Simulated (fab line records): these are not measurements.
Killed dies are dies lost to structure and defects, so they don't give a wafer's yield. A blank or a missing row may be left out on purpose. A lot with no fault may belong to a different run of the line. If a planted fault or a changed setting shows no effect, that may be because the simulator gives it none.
Chamber matching / flow nand-harc / pecvd-03 running NHARC_A_STAIRCASE_DEP_471: 3 sister chambers
The step deposits SiO2, target thk 100 nm. 3 wafers are shown with their chamber, then 8 later ones without.

## WAFERS WITH THEIR CHAMBER
wafer=L088.4; chamber=2; heater-power-w (W)=619
wafer=L088.6; chamber=0; heater-power-w (W)=498
wafer=L093.2; chamber=1; heater-power-w (W)=723

## WAFERS MISSING THEIR CHAMBER
wafer=L093.4; heater-power-w (W)=741
wafer=L093.6; heater-power-w (W)=669
wafer=L097.1; heater-power-w (W)=556
wafer=L097.2; heater-power-w (W)=714
wafer=L097.3; heater-power-w (W)=465
wafer=L096.1; heater-power-w (W)=530
wafer=L096.3; heater-power-w (W)=512
wafer=L096.6; heater-power-w (W)=734

## THE CHAMBER EACH PASSED THROUGH
wafer=L093.4; from the rows above=1; in truth=1
wafer=L093.6; from the rows above=can't be placed: 2 or 1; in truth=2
wafer=L097.1; from the rows above=can't be placed: 0 or 2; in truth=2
wafer=L097.2; from the rows above=1; in truth=1
wafer=L097.3; from the rows above=0; in truth=0
wafer=L096.1; from the rows above=can't be placed: 0 or 2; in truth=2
wafer=L096.3; from the rows above=0; in truth=0
wafer=L096.6; from the rows above=1; in truth=1
Correct placement for 5 of the 8. Cannot be placed on the basis of these rows: 3; the candidates contain the true chamber in 3. 0 placed wrongly.
How it was worked out, from the rows above alone: a wafer's distance from a chamber is the root of the sum, over the readings, of the square of ((its reading less the chamber's mean) divided by the reading's scatter). If the next closest chamber is less than 2 further off than the closest, the wafer can't be placed; otherwise it belongs to the closest. For every chamber, the mean is computed from those of its wafers that are shown. The scatter: with one shown wafer a chamber, the root of the mean of the squares of how far each hidden wafer lies from its nearest shown one.
